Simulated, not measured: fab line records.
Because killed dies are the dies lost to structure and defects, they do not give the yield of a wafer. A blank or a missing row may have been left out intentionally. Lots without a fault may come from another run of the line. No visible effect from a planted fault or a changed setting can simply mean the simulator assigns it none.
Matching of chambers / flow n5-finfet / N5_BEOL_M8_DESCUM_16 on rie-diel-02 has 4 sister chambers
The step chemistry O2, time 7.9 s. 4 wafers are shown with their chamber, then 8 later ones without.

== WAFERS, EACH WITH ITS CHAMBER ==
wafer=L090.1; chamber=2; showerhead-plenum-p-Torr (Torr)=2.19
wafer=L094.1; chamber=1; showerhead-plenum-p-Torr (Torr)=2.14
wafer=L094.3; chamber=3; showerhead-plenum-p-Torr (Torr)=2.00
wafer=L096.1; chamber=0; showerhead-plenum-p-Torr (Torr)=2.21

== WAFERS WITH NO CHAMBER GIVEN ==
wafer=L096.3; showerhead-plenum-p-Torr (Torr)=1.99
wafer=L096.4; showerhead-plenum-p-Torr (Torr)=2.18
wafer=L097.1; showerhead-plenum-p-Torr (Torr)=2.18
wafer=L097.3; showerhead-plenum-p-Torr (Torr)=2.14
wafer=L097.6; showerhead-plenum-p-Torr (Torr)=2.18
wafer=L091.3; showerhead-plenum-p-Torr (Torr)=2.21
wafer=L091.4; showerhead-plenum-p-Torr (Torr)=1.99
wafer=L091.6; showerhead-plenum-p-Torr (Torr)=2.14

== THE CHAMBER EACH PASSED THROUGH ==
wafer=L096.3; from the rows above=3; in truth=3
wafer=L096.4; from the rows above=2; in truth=2
wafer=L097.1; from the rows above=2; in truth=2
wafer=L097.3; from the rows above=1; in truth=1
wafer=L097.6; from the rows above=2; in truth=2
wafer=L091.3; from the rows above=0; in truth=0
wafer=L091.4; from the rows above=3; in truth=3
wafer=L091.6; from the rows above=1; in truth=1
8 of 8 placed correctly. Not placeable from these rows: 0. Number placed wrongly: 0.
How it was worked out, from the rows above alone: a wafer's distance from a chamber is the root of the sum, over the readings, of the square of ((its reading less the chamber's mean) divided by the reading's scatter). If the next closest chamber is less than 2 further off than the closest, the wafer can't be placed; otherwise it belongs to the closest. Each chamber's mean is taken over the wafers shown for it. The scatter: with one shown wafer a chamber, the root of the mean of the squares of how far each hidden wafer lies from its nearest shown one.
